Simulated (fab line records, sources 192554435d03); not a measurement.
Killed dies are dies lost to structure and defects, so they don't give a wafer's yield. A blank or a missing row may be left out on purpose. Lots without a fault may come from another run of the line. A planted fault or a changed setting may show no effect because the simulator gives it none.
Chamber matching | flow n5_finfet | N5_FIN_CUT_STRIP_24 on rie_diel-03: 4 sister chambers
The step strips in CF4. 14 wafers are shown with their chamber, then 7 later ones without.

WAFERS WITH THEIR CHAMBER
wafer  | chamber | drypump_motor_current_A (A) | throttle_valve_pct (%) | showerhead_plenum_p_Torr (Torr)
L076.4 | 2       | 6.0                         | 13.89                  | 1.84
L076.5 | 3       | 4.8                         | 13.43                  | 1.85
L076.6 | 2       | 5.9                         | 13.90                  | 1.84
L082.1 | 3       | 4.8                         | 13.46                  | 1.85
L082.3 | 2       | 6.0                         | 13.92                  | 1.84
L082.4 | 0       | 5.9                         | 14.05                  | 1.76
L084.1 | 3       | 4.8                         | 13.47                  | 1.84
L084.2 | 2       | 6.0                         | 13.94                  | 1.84
L084.5 | 1       | 5.4                         | 13.91                  | 1.81
L088.2 | 2       | 6.0                         | 13.96                  | 1.83
L088.4 | 1       | 5.4                         | 13.91                  | 1.81
L088.6 | 0       | 5.9                         | 14.06                  | 1.75
L090.2 | 2       | 6.0                         | 13.96                  | 1.83
L090.3 | 3       | 4.8                         | 13.49                  | 1.84

SIGNATURES (means of the wafers above)
reading                  | chamber 0 | chamber 1 | chamber 2 | chamber 3 | scatter within a chamber
drypump_motor_current_A  | 5.900     | 5.400     | 5.983     | 4.800     | 0.0289
throttle_valve_pct       | 14.0550   | 13.9100   | 13.9283   | 13.4625   | 0.0253
showerhead_plenum_p_Torr | 1.7550    | 1.8100    | 1.8367    | 1.8450    | 0.00532
Rule: a wafer's distance from a chamber is the root of the sum, over the readings, of the square of ((its reading less the chamber's mean) divided by the reading's scatter). The wafer belongs to the nearest chamber; if the next one is less than 2 further off, it can't be placed. The scatter: the root of (the sum of the squares of (reading less its chamber's mean) over the shown wafers, divided by (wafers less chambers)).

WAFERS WITHOUT THEIR CHAMBER
wafer  | drypump_motor_current_A (A) | throttle_valve_pct (%) | showerhead_plenum_p_Torr (Torr)
L090.5 | 4.8                         | 13.50                  | 1.84
L091.3 | 6.0                         | 13.97                  | 1.83
L091.4 | 5.3                         | 13.92                  | 1.80
L091.6 | 5.9                         | 14.08                  | 1.75
L097.1 | 5.3                         | 13.96                  | 1.80
L097.3 | 4.8                         | 13.54                  | 1.84
L097.4 | 4.8                         | 13.53                  | 1.84

WHICH CHAMBER EACH WENT THROUGH
wafer  | from the rows above | in truth
L090.5 | 3                   | 3
L091.3 | 2                   | 2
L091.4 | 1                   | 1
L091.6 | 0                   | 0
L097.1 | 1                   | 1
L097.3 | 3                   | 3
L097.4 | 3                   | 3
Placed correctly: 7 of 7. Can't be placed from these rows: 0. Placed wrongly: 0.
